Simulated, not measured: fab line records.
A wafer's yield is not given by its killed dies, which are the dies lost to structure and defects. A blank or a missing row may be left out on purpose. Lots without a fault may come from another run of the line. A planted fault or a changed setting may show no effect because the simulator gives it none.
Matching of chambers    flow n5-finfet    3 sister chambers for N5_BEOL_M11_DEP_56 on pecvd-03
The step deposits SiCN from 3MS/NH3, target thk 30 nm, time 10.5 s. 6 wafers are shown with their chamber, then 9 later ones without.

EACH WAFER AND ITS CHAMBER
wafer   chamber  throttle-valve-pct (%)  showerhead-plenum-p-Torr (Torr)
L089.3  1        17.5                    4.150
L093.3  1        17.2                    4.162
L093.4  0        17.6                    4.158
L095.2  0        17.8                    4.160
L095.3  2        16.5                    4.168
L095.5  2        17.1                    4.162

WAFERS WHOSE CHAMBER IS MISSING
wafer   throttle-valve-pct (%)  showerhead-plenum-p-Torr (Torr)
L094.1  17.6                    4.156
L094.5  16.8                    4.165
L094.6  17.5                    4.150
L096.1  17.5                    4.156
L096.2  17.4                    4.163
L096.5  16.8                    4.169
L097.2  17.5                    4.154
L097.3  17.7                    4.162
L097.6  17.9                    4.157

CHAMBER TAKEN BY EACH
wafer   from the rows above           in truth
L094.1  can't be placed: 0 or 1       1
L094.5  2                             2
L094.6  can't be placed: 1 or 0       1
L096.1  can't be placed: 1 or 0       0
L096.2  can't be placed: 0 or 1 or 2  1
L096.5  2                             2
L097.2  can't be placed: 1 or 0       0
L097.3  can't be placed: 0 or 1       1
L097.6  can't be placed: 0 or 1       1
Correctly placed: 2 of 9. These rows do not allow placing 7 (true chamber among the candidates in 7). 0 placed wrongly.
How it was worked out, from the rows above alone: a wafer's distance from a chamber is the root of the sum, over the readings, of the square of ((its reading less the chamber's mean) divided by the reading's scatter). If the next closest chamber is less than 2 further off than the closest, the wafer can't be placed; otherwise it belongs to the closest. A chamber's mean is the mean of its shown wafers. How the scatter is found: for the shown wafers, subtract from each reading the mean of its chamber, square and add these, divide the total by (wafers less chambers), then take the root.
